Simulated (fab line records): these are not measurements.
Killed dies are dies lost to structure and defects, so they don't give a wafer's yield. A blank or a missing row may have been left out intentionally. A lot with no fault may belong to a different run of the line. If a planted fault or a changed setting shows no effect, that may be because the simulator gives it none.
Chamber matching ; flow nand_harc ; rie_diel-01 running NHARC_A_M0_STRIP_18: 4 sister chambers
The step strips in N2/H2. 4 wafers are shown with their chamber, then 10 later ones without.

## WAFERS PAIRED WITH THEIR CHAMBERS
wafer;chamber;drypump_motor_current_A (A)
L088.2;3;5.7
L091.6;0;5.7
L092.1;2;6.0
L092.3;1;5.4

## WAFERS WHOSE CHAMBER IS MISSING
wafer;drypump_motor_current_A (A)
L092.5;6.0
L094.2;5.7
L094.3;5.3
L094.4;5.7
L095.2;5.7
L095.4;5.4
L095.5;5.7
L097.3;5.7
L097.4;5.3
L097.6;6.0

## EACH ONE'S CHAMBER
wafer;from the rows above;in truth
L092.5;2;2
L094.2;can't be placed: 0 or 3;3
L094.3;1;1
L094.4;can't be placed: 0 or 3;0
L095.2;can't be placed: 0 or 3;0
L095.4;1;1
L095.5;can't be placed: 0 or 3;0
L097.3;can't be placed: 0 or 3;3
L097.4;1;1
L097.6;2;2
Correctly placed: 5 of 10. Can't be placed from these rows: 5 (the true chamber is among the candidates in 5). Placed wrongly: 0.
How it was worked out, from the rows above alone: a wafer's distance from a chamber is the root of the sum, over the readings, of the square of ((its reading less the chamber's mean) divided by the reading's scatter). If the next closest chamber is less than 2 further off than the closest, the wafer can't be placed; otherwise it belongs to the closest. For every chamber, the mean is computed from those of its wafers that are shown. The scatter: root of mean squared gap, hidden wafer to nearest shown wafer, with one shown wafer a chamber.
